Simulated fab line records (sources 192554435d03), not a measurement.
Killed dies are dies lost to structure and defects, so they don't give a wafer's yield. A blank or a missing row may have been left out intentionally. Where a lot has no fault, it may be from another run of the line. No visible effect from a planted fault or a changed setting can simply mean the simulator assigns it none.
Struck lot and sound lot, side by side / flow n5 finfet / 38 steps out of a route of 1938
Sound: the wafers L240.1, L240.5, L240.6. Struck: wafers L250.4, L250.5 (left out: L250.3, a lot-mate that was not struck); the cause follows at the end.
Each step with rows lists, per side, the tool, then ch with its chambers, then its first start. Under that, the readings that differ: sound wafers / struck wafers / difference of the means / sigmas: that difference in standard deviations of wafers without a fault.
alike: readings whose means differ by less than 2 such deviations, and words and numbers that are the same on both sides. not compared: withheld readings, readings that some wafer has no value for, bounds like >300 that may hide the same value, and numbers for which the record gives no deviation and whose values overlap.
Wherever a step has rows on one side only, a row that says differs or no value, or a row with sigmas, the two part there. When numbers do not overlap yet have no deviation, they are printed without sigmas and do not part them. Lack of a reading on every wafer of one side parts them only where that side has two or more wafers.

first, 9 steps without rows for these wafers: N5_BEOL_M4_ANNEAL_95 (time 240 s); N5_BEOL_M4_SPUTTER_96 (material Cu, target thk 4.5 nm, time 8.29 s); N5_BEOL_M4_ECD_50 (material Cu, target thk 300 nm); N5_BEOL_M4_ANNEAL_51 (time 90 s); N5_BEOL_M4_CMP_52 (polishes, stops on SiOC, t overpolish 6.8 s, target thk 40 nm); N5_BEOL_M4_PRE_CLEAN_60 (time 15 s); N5_BEOL_M4_CO_CAP_55 (material Co, precursor CCTBA/H2, target thk 2 nm, time 102.1 s); N5_BEOL_M4_PRE_CLEAN_56 (time 15 s); N5_BEOL_M4_DEP_57 (deposits SiCN from 3MS/NH3, target thk 8 nm, time 14 s).
N5_BEOL_M4_RC_MEAS_101:
  sound on prober-02 ch 0, day 8 05:14; struck on prober-02 ch 0, day 11 08:31
  alike: DIBL_N, DIBL_P, IOFF_N, IOFF_P, ION_N, ION_P, SS_N, SS_P, VT_N, VT_P
then, 24 steps without rows for these wafers: N5_BEOL_M5_ILD_DEP_00 (deposits SiCOH lowk from DEMS/porogen, target thk 140.64 nm, time 25.9 s); N5_BEOL_M5_CURE_79 (cures SiCOH lowk, time 240 s); N5_BEOL_M5_PECVD_70 (deposits SiO2 from TEOS/O2, target thk 16 nm, time 18 s); N5_BEOL_M5_HM_DEP_02 (deposits TiN, target thk 20 nm); N5_BEOL_M5_COAT_59 (time 60 s, resist thk 60 nm); N5_BEOL_M5_COAT_60 (time 60 s, resist thk 12 nm); N5_BEOL_M5_COAT_71 (time 60 s, resist thk 5 nm); N5_BEOL_M5_COAT_05 (resist thk 30 nm); N5_BEOL_M5_EBR_07; N5_BEOL_M5_SOFTBAKE_06 (time 60 s); N5_BEOL_M5_EXPOSE_08 (exposes mask M5, target cd 28 nm); N5_BEOL_M5_PEB_09 (peb time 60 s); N5_BEOL_M5_DEVELOP_10 (develop time 30 s); N5_BEOL_M5_DESCUM_16 (chemistry O2, time 7 s); N5_BEOL_M5_ETCH_72 (etches underlayer in N2/H2, target depth 6.5 nm, time 5.2 s); N5_BEOL_M5_ETCH_61 (etches SiARC in CF4, target depth 15.6 nm, time 26 s); N5_BEOL_M5_ETCH_62 (etches SOC in N2/H2, target depth 75 nm, overetch 15 nm, time 112.5 s); N5_BEOL_M5_STRIP_63 (strips in N2/H2); N5_BEOL_M5_STRIP_73 (strips in N2/H2); N5_BEOL_M5_STRIP_64 (strips in CF4); N5_BEOL_M5_HM_OPEN_17 (chemistry Cl2/BCl3, target TiN, target depth 20 nm, overetch 6 nm); N5_BEOL_M5_STRIP_19 (strips in O2); N5_BEOL_M5_COAT_65 (time 60 s, resist thk 60 nm); N5_BEOL_M5_COAT_66 (time 60 s, resist thk 12 nm).
N5_BEOL_M9_ILD_DEP_00: deposits SiCOH lowk from DEMS/porogen, target thk 308.51 nm, time 58 s.
  sound on pecvd-02 ch 0,1, day 9 20:35; struck on pecvd-02 ch 1,2, day 13 02:55
reading=run length s (s); sound=100.4 101.2 101.0; struck=143.0 142.6; difference=+41.9; sigmas=+91
reading=model.SiCOH_lowk_of_BEOL_M9_ILD_DEP_00.thk nm (nm); sound=305.8 311.6 317.6; struck=534 531.4; difference=+221; sigmas=
  alike: chamber pressure Torr, heater power w, showerhead plenum p Torr, throttle valve pct
N5_BEOL_M9_THK_MEAS_01:
  struck on film metro-02, day 13 03:30; sound on film metro-02, day 9 21:10
reading=M9_ILD_THK (nm); sound=266 271 276; struck=469 468; difference=+198; sigmas=+55
N5_BEOL_M9_CMP_52: polishes, stops on SiCOH lowk, t overpolish 7 s, target thk 140 nm.
  sound on cmp-04 ch 0,1,2, day 10 03:26; struck on cmp-04 ch 2,3, day 13 14:02
reading=model.SiCOH_lowk_of_BEOL_M9_ILD_DEP_00.thk nm (nm); sound=262.6 267.6 273; struck=466.8 464.2; difference=+197.8; sigmas=
  alike: motor current A, slurry flow ml min
  not compared: pad life wafers
-- the record jumps here: 3 days lie between the struck wafers' starts before and after (it left off in module BEOL_M9 and takes up again in module PASSIVATION, whose first step shown is number 1936 of the route) --
N5_PASSIVATION_PROBE_49:
  record: rows for the struck wafers here (prober-01, day 16 04:12), none for the sound ones

WHERE THEY PART
First at N5_BEOL_M9_ILD_DEP_00; last, within this record, at N5_PASSIVATION_PROBE_49.

WHY: what had been put in by the simulator
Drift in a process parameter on pecvd-02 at N5_BEOL_M9_ILD_DEP_00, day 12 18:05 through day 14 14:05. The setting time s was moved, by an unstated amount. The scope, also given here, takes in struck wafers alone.
